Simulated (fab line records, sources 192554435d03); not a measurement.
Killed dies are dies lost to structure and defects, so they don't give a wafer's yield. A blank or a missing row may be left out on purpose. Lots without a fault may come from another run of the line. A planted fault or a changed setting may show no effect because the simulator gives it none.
Which tool did it? | flow n5_finfet | 12 lots, 35 wafers sampled, at 2 steps of a route of 1938

WHAT THE GAUGES READ, wafer by wafer
N5_BEOL_M11_THK_MEAS_53: measures by xrf.
lot  | measured     | on            | M11_THK (nm)
L853 | day 16 05:30 | film_metro-02 | 132.5 139.1 135.2
L855 | day 17 13:07 | film_metro-01 | 139.5 134.5 137.8
L857 | day 18 11:18 | film_metro-01 | 137.0 134.0 136.4
L858 | day 18 20:19 | film_metro-01 | 142.5 142.0 138.1
L862 | day 18 20:36 | film_metro-02 | 142.1 139.3 134.3
L861 | day 20 08:42 | film_metro-01 | 140.0 138.3 142.5
L860 | day 20 12:10 | film_metro-01 | 140.7 132.5 136.3
L865 | day 20 20:17 | film_metro-01 | 132.1 140.0 129.7
L868 | day 20 21:40 | film_metro-02 | 133.3 130.4 139.4
L873 | day 21 22:44 | film_metro-01 | 136.6 132.8 131.7
L872 | day 22 17:53 | film_metro-02 | 134.9 134.1 137.9
L875 | day 23 03:34 | film_metro-02 | 137.8 136.4

N5_BEOL_M12_OVL_MEAS_11.
lot  | measured     | on         | V11_OVL (nm)
L853 | day 16 06:16 | overlay-01 | -3 -12 -13
L855 | day 17 13:56 | overlay-02 | 10 -1 12
L857 | day 18 12:05 | overlay-02 | -3 -2 2
L858 | day 18 20:58 | overlay-02 | -1 -8 4
L862 | day 18 21:15 | overlay-02 | 11 8 6
L861 | day 20 09:29 | overlay-01 | -5 -8 -1
L860 | day 20 12:50 | overlay-01 | 7 4 6
L865 | day 20 21:04 | overlay-01 | 12 13 4
L868 | day 20 22:27 | overlay-02 | 5 3 -4
L873 | day 21 23:24 | overlay-01 | -4 -3 6
L872 | day 22 18:40 | overlay-02 | -11 -2 3
L875 | day 23 04:20 | overlay-01 | 6 -7

WHICH TOOL RAN EACH LOT (tool, then ch and the chambers of the sampled wafers, then the start)
The record holds no process step before these readings.

WHAT THE TOOLS THEMSELVES READ (means of the sampled wafers that have a number; where no wafer has one, the mark that the record gives instead)
The record holds no such reading with a usual standard deviation.

THE ANSWER, worked out from the rows above alone
Rule: what is usual is taken from the lots themselves. Put in order of their means at a reading, lots are off if they are a third of the lots or fewer, leave a main group of 4 or more, and stand apart from it by a gap of 3 or more times the standard deviation of the main group's means; of several such gaps the widest counts. A main group whose means are all the same, to the digits that the tables above print for the reading, isn't used. A lot without any number at a reading at which 4 lots or more have one is off too. The other lots that the step has rows for count as sound. The gauges are gone through in route order, then the tools' own readings, and for those a lot's mean is taken as printed above. The first step at which some lot is off is used, and at that step the reading that is off furthest; a lot without a number counts as furthest.
No lot is off at any reading shown: from this, nothing can be told.

WHAT THE SIMULATOR HAD PUT IN
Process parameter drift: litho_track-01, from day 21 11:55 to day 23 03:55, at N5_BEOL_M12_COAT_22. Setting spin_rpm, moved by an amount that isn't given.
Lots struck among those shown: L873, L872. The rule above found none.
